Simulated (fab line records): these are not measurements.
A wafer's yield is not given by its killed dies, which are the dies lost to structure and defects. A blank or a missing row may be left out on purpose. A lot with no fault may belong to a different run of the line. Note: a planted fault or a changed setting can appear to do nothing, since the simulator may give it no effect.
fab line records -- flow n5Finfet -- part 2 of 2: steps 27 to 38 of 38
record lots=5, wafers=15, lastDay=22
route steps=1938 shown SD_EPI_P@320 SD_ACTIVATION@330 ILD0@335 SDB@347
lots that met no fault: from a run of the same line without faults
startH: the number of hours between the record's first day and the start of the first shown wafer of the lot -- waitH: hours since the lot's step before -- " unchanged from the row above -- L1.1+2: several wafers, shown together as one row -- - no value, or no start given -- * or withheld: withheld -- < > ~ a bound
route shown NAME@n: a module of which the file shows steps, and the number in the route of the first -- usual: average and standard deviation across the fault-free wafers -- same: alike in all rows -- chamber/n: place in a boat -- sites: each site's reading -- _std_site: how widely they spread, as a standard deviation -- _edge_site: the outer-site mean with the inner-site mean subtracted -- radiusMm: for every site, how far away it sits from the centre of the wafer -- mask NAME#n: copy n -- behind: the tool/chamber that last shaped the wafer -- hold: why the lot went on hold/how many hours it stayed there/how the hold came to an end -- device: transistor that didn't switch, given as n, p or np -- end of line: the tests these same wafers got at the end of their route -- for a step that has no rows: nothing shown but its recipe -- killed: the dies lost at the first sort to structure and to defects; this is not the yield of the wafer -- map: a wafer's dies, x killed, . not, _ none there
set.NAME: setting as actually run; set.NAME@STEP: the setting as run at that earlier step -- model.NAME: the simulator's own value behind a step, which no gauge read
a table for each step, a row for each wafer; lots at some steps of the route
services: from which hour (startH, from the record's first day; less than 0 if before it) a tool's chamber was out of use, for how many hours, and why
## steps
# step N5_SDB_HM_DEP_00
# recipe material=SiNx, targetThkA=400, tempC=400, precursor=SiH4/NH3/N2, pressureTorr=1.5, rfW=300, timeS=35.3
# usual heaterPowerW=722/68, showerheadPlenumPTorr=5.10/0.056, throttleValvePct=40.3/1.1
# same timeS=35.3
lot.wafer,tool,chamber,startH,waitH,heaterPowerW,showerheadPlenumPTorr,throttleValvePct
L080.1,pecvd-02,0,101.15,0.0,772,5.17,40.7
L080.2,pecvd-02,1,101.15,0.0,666,5.15,38.8
L080.6,pecvd-02,1,101.15,0.0,662,5.13,38.8
L086.1,pecvd-04,1,139.11,0.0,688,5.20,38.4
L086.2,pecvd-04,0,139.11,0.0,717,5.06,40.7
L086.4,pecvd-04,1,139.11,0.0,689,5.20,38.7
L089.4,pecvd-04,1,155.43,0.1,621,5.19,38.8
L089.5,pecvd-04,2,155.43,0.1,660,5.10,39.2
L089.6,pecvd-04,1,155.43,0.1,621,5.20,38.3
L093.2,pecvd-03,2,178.41,0.0,672,5.12,41.7
L093.3,pecvd-03,1,178.41,0.0,676,5.02,40.9
L093.6,pecvd-03,0,178.41,0.0,738,5.14,40.7
L096.1,pecvd-02,1,199.60,0.0,637,5.13,38.9
L096.2,pecvd-02,2,199.60,0.0,716,5.08,39.0
L096.5,pecvd-02,0,199.60,0.0,740,5.15,40.9
# step N5_SDB_COAT_03
# recipe resist=SOC, tempC=250, timeS=60, spinRpm=1500, resistThkNm=100
# usual heaterPowerTotalW=500.5/1.8
# same timeS=60
lot.wafer,tool,chamber,startH,waitH,heaterPowerTotalW
L080.1,lithoTrack-02,0,101.23,0.1,497.7
L080.2,lithoTrack-02,0,101.23,0.1,501.3
L080.6,lithoTrack-02,0,101.23,0.1,502.1
L086.1,lithoTrack-04,0,139.20,0.1,498.7
L086.2,lithoTrack-04,0,139.20,0.1,498.9
L086.4,lithoTrack-04,0,139.20,0.1,498.4
L089.4,lithoTrack-02,0,155.51,0.1,499.0
L089.5,lithoTrack-02,0,155.51,0.1,502.1
L089.6,lithoTrack-02,0,155.51,0.1,499.4
L093.2,lithoTrack-01,0,178.49,0.1,503.0
L093.3,lithoTrack-01,0,178.49,0.1,498.6
L093.6,lithoTrack-01,0,178.49,0.1,500.1
L096.1,lithoTrack-02,0,199.68,0.1,498.4
L096.2,lithoTrack-02,0,199.68,0.1,501.4
L096.5,lithoTrack-02,0,199.68,0.1,498.2
# step N5_SDB_COAT_04
# recipe resist=SiARC, tempC=220, timeS=60, spinRpm=1500, resistThkNm=18
# usual heaterPowerTotalW=427.8/2.2
# same timeS=60
lot.wafer,tool,chamber,startH,waitH,heaterPowerTotalW
L080.1,lithoTrack-02,0,-,-,425.0
L080.2,lithoTrack-02,0,-,-,430.8
L080.6,lithoTrack-02,0,-,-,430.5
L086.1,lithoTrack-04,0,-,-,426.4
L086.2,lithoTrack-04,0,-,-,425.9
L086.4,lithoTrack-04,0,-,-,430.5
L089.4,lithoTrack-02,0,-,-,426.3
L089.5,lithoTrack-02,0,-,-,426.3
L089.6,lithoTrack-02,0,-,-,428.6
L093.2,lithoTrack-01,0,-,-,424.5
L093.3,lithoTrack-01,0,-,-,424.8
L093.6,lithoTrack-01,0,-,-,431.0
L096.1,lithoTrack-02,0,-,-,429.6
L096.2,lithoTrack-02,0,-,-,424.6
L096.5,lithoTrack-02,0,-,-,424.1
# step N5_SDB_COAT_05
# recipe resist=CAR-ArF, spinRpm=1500, resistThkNm=90
lot.wafer,tool,chamber,startH,waitH
L080.1+2+6,lithoTrack-02,0,-,-
L086.1+2+4,lithoTrack-04,0,-,-
L089.4+5+6,lithoTrack-02,0,-,-
L093.2+3+6,lithoTrack-01,0,-,-
L096.1+2+5,lithoTrack-02,0,-,-
# step N5_SDB_EBR_07
# recipe solvent=PGMEA, ebrWidthMm=1.5
lot.wafer,tool,chamber,startH,waitH
L080.1+2+6,lithoTrack-02,0,-,-
L086.1+2+4,lithoTrack-04,0,-,-
L089.4+5+6,lithoTrack-02,0,-,-
L093.2+3+6,lithoTrack-01,0,-,-
L096.1+2+5,lithoTrack-02,0,-,-
# step N5_SDB_SOFTBAKE_06
# recipe tempC=110, timeS=60, resist=CAR-ArF
# usual heaterPowerTotalW=175.2/1.6
# same timeS=60
lot.wafer,tool,chamber,startH,waitH,heaterPowerTotalW
L080.1,lithoTrack-02,0,-,-,173.0
L080.2,lithoTrack-02,0,-,-,177.6
L080.6,lithoTrack-02,0,-,-,172.9
L086.1,lithoTrack-04,0,-,-,174.7
L086.2,lithoTrack-04,0,-,-,173.0
L086.4,lithoTrack-04,0,-,-,176.1
L089.4,lithoTrack-02,0,-,-,174.8
L089.5,lithoTrack-02,0,-,-,177.4
L089.6,lithoTrack-02,0,-,-,174.1
L093.2,lithoTrack-01,0,-,-,175.3
L093.3,lithoTrack-01,0,-,-,177.3
L093.6,lithoTrack-01,0,-,-,174.1
L096.1,lithoTrack-02,0,-,-,172.9
L096.2,lithoTrack-02,0,-,-,175.3
L096.5,lithoTrack-02,0,-,-,175.4
# step N5_SDB_EXPOSE_08
# recipe maskId=SDB, na=1.35, sourceShape=conventional, sigmaOuter=0.5, polarization=unpolarized, doseMj=49.6
lot.wafer,tool,chamber,startH,waitH,mask
L080.1+2+6,arfiScanner-02,0,101.47,-,SDB#0
L086.1+2+4,arfiScanner-01,0,139.31,-,SDB#0
L089.4+5+6,arfiScanner-01,0,155.77,-,SDB#0
L093.2+3+6,arfiScanner-01,0,178.74,-,SDB#0
L096.1+2+5,arfiScanner-02,0,199.80,-,SDB#0
# step N5_SDB_PEB_09
# recipe pebTempC=withheld, pebTimeS=60, resist=CAR-ArF
lot.wafer,tool,chamber,startH,waitH
L080.1+2+6,lithoTrack-02,0,101.53,0.1
L086.1+2+4,lithoTrack-04,0,139.37,0.1
L089.4+5+6,lithoTrack-01,0,155.82,0.0
L093.2+3+6,lithoTrack-04,0,178.79,0.0
L096.1+2+5,lithoTrack-02,0,199.86,0.1
# step N5_SDB_DEVELOP_10
# recipe developTimeS=30, developer=TMAH, resist=CAR-ArF, rinseLiquid=diw, dry=airSpin, devTempC=23
lot.wafer,tool,chamber,startH,waitH
L080.1+2+6,lithoTrack-02,0,-,-
L086.1+2+4,lithoTrack-04,0,-,-
L089.4+5+6,lithoTrack-01,0,-,-
L093.2+3+6,lithoTrack-04,0,-,-
L096.1+2+5,lithoTrack-02,0,-,-
# step N5_SDB_CD_MEAS_11
# recipe targetCdNm=50, landingEnergyEv=500, detector=seInlens, polarity=opening
# usual cdNm=49.8/0.88
lot.wafer,tool,chamber,startH,waitH,cdNm
L080.1,cdSem-01,0,101.60,-,49.4
L080.2,cdSem-01,0,101.60,-,51.2
L080.6,cdSem-01,0,101.60,-,48.7
L086.1,cdSem-01,0,139.44,-,50.1
L086.2,cdSem-01,0,139.44,-,49.8
L086.4,cdSem-01,0,139.44,-,50.1
L089.4,cdSem-02,0,155.89,-,50.6
L089.5,cdSem-02,0,155.89,-,49.7
L089.6,cdSem-02,0,155.89,-,50.1
L093.2,cdSem-02,0,178.86,-,50.2
L093.3,cdSem-02,0,178.86,-,49.4
L093.6,cdSem-02,0,178.86,-,50.3
L096.1,cdSem-01,0,199.93,-,48.3
L096.2,cdSem-01,0,199.93,-,48.6
L096.5,cdSem-01,0,199.93,-,48.4
# step N5_SDB_OVL_MEAS_12
# recipe pointsPerWafer=44
# usual SDB_OVL=0.0/0.73
lot.wafer,tool,chamber,startH,waitH,SDB_OVL[nm]
L080.1,overlay-02,0,101.63,0.0,1.1
L080.2,overlay-02,0,101.63,0.0,0.5
L080.6,overlay-02,0,101.63,0.0,1.2
L086.1,overlay-02,0,139.47,0.0,-0.6
L086.2,overlay-02,0,139.47,0.0,-1.2
L086.4,overlay-02,0,139.47,0.0,-0.6
L089.4,overlay-01,0,155.91,0.0,-0.4
L089.5,overlay-01,0,155.91,0.0,0.1
L089.6,overlay-01,0,155.91,0.0,-0.6
L093.2,overlay-02,0,178.89,0.0,0.2
L093.3,overlay-02,0,178.89,0.0,0.3
L093.6,overlay-02,0,178.89,0.0,0.2
L096.1,overlay-01,0,199.96,0.0,0.6
L096.2,overlay-01,0,199.96,0.0,0.3
L096.5,overlay-01,0,199.96,0.0,-0.9
# step N5_SDB_INSPECT_13
# recipe mode=adi, inspectInstrument=brightfield
# usual rawDefectCount=74/35
lot.wafer,tool,chamber,startH,waitH,rawDefectCount
L080.1,defectInspect-02,-,101.65,0.0,48
L080.2,defectInspect-02,-,101.65,0.0,38
L080.6,defectInspect-02,-,101.65,0.0,38
L086.1,defectInspect-01,-,139.49,0.0,44
L086.2,defectInspect-01,-,139.49,0.0,94
L086.4,defectInspect-01,-,139.49,0.0,76
L089.4,defectInspect-01,-,155.94,0.0,72
L089.5,defectInspect-01,-,155.94,0.0,57
L089.6,defectInspect-01,-,155.94,0.0,46
L093.2,defectInspect-02,-,178.92,0.0,58
L093.3,defectInspect-02,-,178.92,0.0,57
L093.6,defectInspect-02,-,178.92,0.0,33
L096.1,defectInspect-02,-,199.98,0.0,64
L096.2,defectInspect-02,-,199.98,0.0,74
L096.5,defectInspect-02,-,199.98,0.0,124
## services
tool,chamber,startH,hours,kind
arfiScanner-01,-,68.67,1.3,pm
cmp-01,-,69.52,5.3,pm
arfiScanner-01,-,73.70,21.0,pm
aldSin-03,0,74.27,10.8,repair
cmp-01,-,74.85,1.1,repair
cmp-01,-,84.98,1.5,repair
aldSin-03,3,85.16,6.3,repair
aldSin-03,-,85.25,14.0,pm
cmp-01,-,87.00,1.8,repair
fcvd-01,-,88.72,0.6,repair
aldSin-01,-,95.28,1.1,repair
laserAnneal-01,-,101.93,1.1,repair
arfiScanner-01,-,112.45,2.1,repair
aldSin-03,2,112.53,13.7,repair
cmp-01,-,115.21,8.2,repair
aldSin-03,0,118.27,20.1,repair
laserAnneal-01,-,127.50,1.9,pm
cmp-01,-,130.49,4.0,pm
arfiScanner-01,-,131.22,0.5,repair
aldSin-01,3,140.26,2.1,repair
fcvd-01,-,148.59,0.7,repair
cmp-02,-,163.22,4.0,repair
cmp-02,-,183.58,18.2,repair
aldSin-01,0,199.07,7.3,repair
